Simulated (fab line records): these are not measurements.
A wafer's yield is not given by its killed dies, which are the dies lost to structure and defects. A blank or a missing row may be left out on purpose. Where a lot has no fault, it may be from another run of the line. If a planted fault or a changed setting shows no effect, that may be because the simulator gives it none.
Matching of chambers | flow n5-finfet | pecvd-01 running N5_BEOL_M5_PECVD_70: 3 sister chambers
The step deposits SiO2 from TEOS/O2, target thk 16 nm, time 18 s. 6 wafers are shown with their chamber, then 9 later ones without.

== WAFERS PAIRED WITH THEIR CHAMBERS ==
wafer  | chamber | showerhead-plenum-p-Torr (Torr) | throttle-valve-pct (%)
L091.2 | 2       | 8.85                            | 21.6
L091.5 | 0       | 8.80                            | 22.3
L091.6 | 2       | 8.87                            | 21.4
L090.2 | 0       | 8.79                            | 22.5
L090.3 | 1       | 8.77                            | 21.8
L090.5 | 1       | 8.73                            | 21.7

== WAFERS MISSING THEIR CHAMBER ==
wafer  | showerhead-plenum-p-Torr (Torr) | throttle-valve-pct (%)
L092.2 | 8.80                            | 22.1
L092.4 | 8.82                            | 22.5
L092.5 | 8.75                            | 21.8
L094.2 | 8.87                            | 21.0
L094.3 | 8.77                            | 21.7
L094.5 | 8.84                            | 21.6
L097.3 | 8.78                            | 22.3
L097.4 | 8.77                            | 21.7
L097.6 | 8.85                            | 21.4

== WHICH CHAMBER EACH WENT THROUGH ==
wafer  | from the rows above     | in truth
L092.2 | can't be placed: 0 or 1 | 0
L092.4 | 0                       | 0
L092.5 | 1                       | 1
L094.2 | 2                       | 2
L094.3 | 1                       | 1
L094.5 | 2                       | 2
L097.3 | 0                       | 0
L097.4 | 1                       | 1
L097.6 | 2                       | 2
Correct placement for 8 of the 9. From these rows, 1 cannot be placed; in 1 the true chamber is one of the candidates. Wrongly placed: 0.
How it was worked out, from the rows above alone: a wafer's distance from a chamber is the root of the sum, over the readings, of the square of ((its reading less the chamber's mean) divided by the reading's scatter). The wafer belongs to the nearest chamber; if the next one is less than 2 further off, it can't be placed. A chamber's mean is the mean of its shown wafers. The scatter: the root of (the sum of the squares of (reading less its chamber's mean) over the shown wafers, divided by (wafers less chambers)).
